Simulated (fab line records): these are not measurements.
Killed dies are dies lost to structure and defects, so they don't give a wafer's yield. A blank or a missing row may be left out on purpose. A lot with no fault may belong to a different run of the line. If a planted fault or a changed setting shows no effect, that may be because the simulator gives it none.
Matching of chambers | flow n5-finfet | ald-metal-04 running N5_BEOL_M7_ALD_77: 4 sister chambers
The step deposits TaN, target thk 2 nm, pulse time 2 s, purge time 3 s. 27 wafers are shown with their chamber, then 12 later ones without.

WAFERS WITH THEIR CHAMBER
wafer  | chamber | heater-power-w (W) | precursor-vessel-temp-c (C)
L074.1 | 3       | 397                | 75.16
L074.4 | 2       | 441                | 74.80
L074.6 | 0       | 445                | 75.25
L075.2 | 0       | 436                | 74.88
L075.3 | 1       | 384                | 75.09
L075.5 | 2       | 438                | 74.91
L076.1 | 2       | 432                | 74.81
L076.2 | 3       | 401                | 75.06
L076.4 | 1       | 385                | 75.16
L077.3 | 1       | 375                | 75.26
L077.5 | 2       | 413                | 74.81
L077.6 | 1       | 382                | 75.08
L081.2 | 3       | 392                | 75.05
L081.4 | 0       | 445                | 74.83
L081.5 | 3       | 398                | 74.99
L080.1 | 0       | 436                | 74.89
L080.3 | 1       | 371                | 75.17
L080.6 | 1       | 375                | 75.05
L083.1 | 2       | 428                | 74.94
L083.3 | 3       | 389                | 74.77
L083.5 | 2       | 423                | 74.97
L086.2 | 2       | 422                | 74.92
L086.5 | 0       | 452                | 74.99
L086.6 | 1       | 381                | 74.88
L091.2 | 0       | 459                | 75.07
L091.3 | 1       | 378                | 74.92
L091.6 | 3       | 407                | 74.92

SIGNATURES (means of the wafers above)
reading                 | chamber 0 | chamber 1 | chamber 2 | chamber 3 | scatter within a chamber
heater-power-w          | 445.50    | 378.88    | 428.14    | 397.33    | 7.67
precursor-vessel-temp-c | 74.9850   | 75.0763   | 74.8800   | 74.9917   | 0.124
Rule: for each reading, subtract the chamber's mean from the wafer's reading, divide by that reading's scatter and square the result; add these up over the readings and take the root, which gives the wafer's distance from the chamber. The wafer belongs to the nearest chamber; if the next one is less than 2 further off, it can't be placed. The scatter: take each reading less its chamber's mean, square it, sum over the shown wafers, divide by the number of wafers less the number of chambers, and take the root.

WAFERS WHOSE CHAMBER IS MISSING
wafer  | heater-power-w (W) | precursor-vessel-temp-c (C)
L092.1 | 449                | 74.85
L092.2 | 404                | 74.99
L092.3 | 419                | 75.07
L094.2 | 451                | 74.92
L094.3 | 401                | 75.11
L094.4 | 444                | 74.95
L095.1 | 437                | 75.21
L095.4 | 385                | 74.95
L095.5 | 433                | 75.06
L097.3 | 373                | 74.91
L097.4 | 443                | 74.93
L097.5 | 396                | 75.04

WHICH CHAMBER EACH ONE RAN IN
wafer  | from the rows above          | in truth
L092.1 | can't be placed: 0 or 2      | 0
L092.2 | 3                            | 3
L092.3 | can't be placed: 2 or 3 or 0 | 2
L094.2 | 0                            | 0
L094.3 | can't be placed: 3 or 1      | 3
L094.4 | can't be placed: 0 or 2      | 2
L095.1 | can't be placed: 0 or 2      | 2
L095.4 | can't be placed: 1 or 3      | 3
L095.5 | can't be placed: 2 or 0      | 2
L097.3 | can't be placed: 1 or 3      | 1
L097.4 | can't be placed: 0 or 2      | 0
L097.5 | can't be placed: 3 or 1      | 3
Placed correctly: 2 of 12. Cannot be placed on the basis of these rows: 10; the candidates contain the true chamber in 10. Wrongly placed: 0.
